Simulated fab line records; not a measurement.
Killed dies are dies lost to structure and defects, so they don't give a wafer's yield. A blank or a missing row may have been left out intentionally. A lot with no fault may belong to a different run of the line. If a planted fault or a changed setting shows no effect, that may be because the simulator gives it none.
A lot that was struck, set against a sound lot || flow nandHarc || 40 out of 1302 route steps
Sound: these wafers, L210.1, L210.5, L210.6. Struck: wafer L214.1 (L214.3, L214.6, from the same lot, were not struck and are left out); the cause is given at the end.
Per side, at each step with rows, come the tool, then ch with its chambers, and then its first start. Under that, the readings that differ: sound wafers || struck wafers || difference of the means || sigmas: that difference in standard deviations of wafers without a fault.
alike: a reading whose means differ by less than 2 such deviations, as well as words and numbers matching on both sides. not compared: withheld readings; readings where some wafer has no value; bounds like >300 that might hide an equal value; numbers whose values overlap and for which the record gives no deviation.
The two part at a step that has a row with sigmas, a row that says differs or no value, or rows on one side only. Numbers that don't overlap but have no deviation are shown without sigmas and don't part them. A reading that every wafer of one side lacks parts them only if that side has two wafers or more.

NHARC_A_M1_OVL_MEAS_10: pitch 240 nm.
  struck on overlay-02, day 28 07:17; sound on overlay-01, day 26 17:55
{"reading": "overlayXNm (nm)", "sound": "-0.1 -0.1 -0.6", "struck": 1.5, "difference": "+1.8", "sigmas": "+2"}
  alike: overlayYNm
NHARC_A_M1_INSPECT_11:
  struck on defectInspect-01, day 28 07:19; sound on defectInspect-01, day 26 17:56
  alike: rawDefectCount
then, 3 steps without rows for these wafers: NHARC_A_M1_DESCUM_14 (chemistry O2, time 3 s); NHARC_A_M1_ETCH_35 (etches the open film in N2/H2, target depth 40 nm, overetch 12 nm, time 43.94 s); NHARC_A_M1_ETCH_15 (etches the open film in C4F8/Ar, target depth 182.5 nm, time 91.2 s).
NHARC_A_M1_CD_MEAS_16:
  struck on cdSem-02, day 28 07:41; sound on cdSem-02, day 26 18:19
  alike: cdNm
then, 1 step without rows for these wafers: NHARC_A_M1_STRIP_18 (strips in N2/H2).
NHARC_A_M1_ETCH_28: etches the open film in CF4/N2, target depth 30 nm, time 72.99 s.
  sound: rieDiel-06 ch 0,2,3; struck: rieDiel-11 ch 1
  alike: drypumpMotorCurrentA, oesProductAu, rfVppV, showerheadPlenumPTorr, throttleValvePct
  not compared: rfHoursCounterH
then, 4 steps without rows for these wafers: NHARC_A_M1_STRIP_19 (strips in post etch residue remover, time 600 s); NHARC_A_M1_DEGAS_29 (time 60 s); NHARC_A_M1_PRE_CLEAN_30 (time 30 s); NHARC_A_M1_PVD_20 (deposits TaN, target thk 5 nm, time 8.06 s).
NHARC_A_M1_PVD_21: deposits Cu, target thk 30 nm, time 20.49 s.
  struck on pvdSputter-01, day 28 08:37; sound on pvdSputter-01, day 26 19:17
  alike: chamberPressurePa, throttleValvePct
then, 2 steps without rows for these wafers: NHARC_A_M1_ECD_22 (material Cu, target thk 400 nm); NHARC_A_M1_ANNEAL_31 (time 90 s).
NHARC_A_M1_CMP_23: polishes, t overpolish 20 s, target thk 154.34 nm.
  sound on cmp-04 ch 0,3, day 26 20:08; struck on cmp-01 ch 2, day 28 09:29
  alike: motorCurrentA, timeToEndpointS
then, 5 steps without rows for these wafers: NHARC_A_M1_SRD_25; NHARC_A_M1_PRE_CLEAN_32 (time 12 s); NHARC_A_M1_DEP_33 (deposits SiCN, target thk 30 nm); NHARC_A_BONDPAD_DEP_00 (deposits SiCN, target thk 250 nm); NHARC_A_BONDPAD_CMP_29 (polishes SiCN, target thk 200 nm).
NHARC_A_BONDPAD_THK_MEAS_30: measures by ellipsometry.
  struck on filmMetro-01, day 28 11:28; sound on filmMetro-01, day 26 22:04
  alike: thkNm
then, 10 steps without rows for these wafers: NHARC_A_BONDPAD_SRD_31; NHARC_A_BONDPAD_DEHYDRATE_01 (time 120 s); NHARC_A_BONDPAD_HMDS_02 (time 30 s); NHARC_A_BONDPAD_COAT_33 (time 65 s); NHARC_A_BONDPAD_COAT_03 (resist thk 600 nm); NHARC_A_BONDPAD_SOFTBAKE_04 (time 70 s); NHARC_A_BONDPAD_EBR_05; NHARC_A_BONDPAD_EXPOSE_06 (exposes mask A BPAD); NHARC_A_BONDPAD_PEB_07 (peb time 80 s); NHARC_A_BONDPAD_DEVELOP_08 (time 50 s).
NHARC_A_BONDPAD_CD_MEAS_09 targets a cd of 500 nm.
  sound on cdSem-03 ch 0, day 26 22:30; struck on cdSem-03 ch 0, day 28 12:04
  alike: cdNm
NHARC_A_BONDPAD_OVL_MEAS_35:
  struck on overlay-02, day 28 12:08; sound on overlay-01, day 26 22:35
  alike: overlayXNm, overlayYNm
then, 1 step without rows for these wafers: NHARC_A_BONDPAD_HARDBAKE_10 (time 65 s).
NHARC_A_BONDPAD_DESCUM_11: chemistry O2, time 3 s.
  sound on rieDiel-07 ch 0,1,2, day 26 22:44; struck on rieDiel-03 ch 2, day 28 12:16
{"reading": "drypumpMotorCurrentA (A)", "sound": "5.9 5.7 6.5", "struck": 5.0, "difference": -1.0, "sigmas": -2}
  alike: oesProductAu, rfVppV, showerheadPlenumPTorr, throttleValvePct
  not compared: rfHoursCounterH
NHARC_A_BONDPAD_ETCH_34: etches the open film in N2/H2, target depth 60 nm, overetch 18 nm, time 65.91 s.
  sound on rieDiel-07 ch 0,3, day 26 22:48; struck on rieDiel-03 ch 0, day 28 12:22
{"reading": "oesProductAu (a.u.)", "sound": "1.004 1.003 1.003", "struck": 0.980, "difference": -0.023, "sigmas": -3}
{"reading": "throttleValvePct (%)", "sound": "14.185 14.174 14.171", "struck": 14.151, "difference": -0.026, "sigmas": -3}
  alike: drypumpMotorCurrentA, rfVppV, showerheadPlenumPTorr
  not compared: rfHoursCounterH
NHARC_A_BONDPAD_ETCH_12: etches the open film in CHF3/O2, target depth 220 nm, time 110 s.
  sound: rieDiel-07 ch 2,3; struck: rieDiel-03 ch 0
  alike: drypumpMotorCurrentA, oesProductAu, rfVppV, showerheadPlenumPTorr, throttleValvePct
  not compared: rfHoursCounterH
NHARC_A_BONDPAD_CD_MEAS_13:
  struck on cdSem-03, day 28 12:35; sound on cdSem-03, day 26 23:02
  alike: cdNm
NHARC_END_SORT_01:
  here the record holds rows for the struck wafers (prober-01 ch 0, day 29 23:08) but none for the sound ones

WHERE THEY PART
First at NHARC_A_M1_OVL_MEAS_10; last, within this record, at NHARC_END_SORT_01.

WHY: the cause the simulator had injected
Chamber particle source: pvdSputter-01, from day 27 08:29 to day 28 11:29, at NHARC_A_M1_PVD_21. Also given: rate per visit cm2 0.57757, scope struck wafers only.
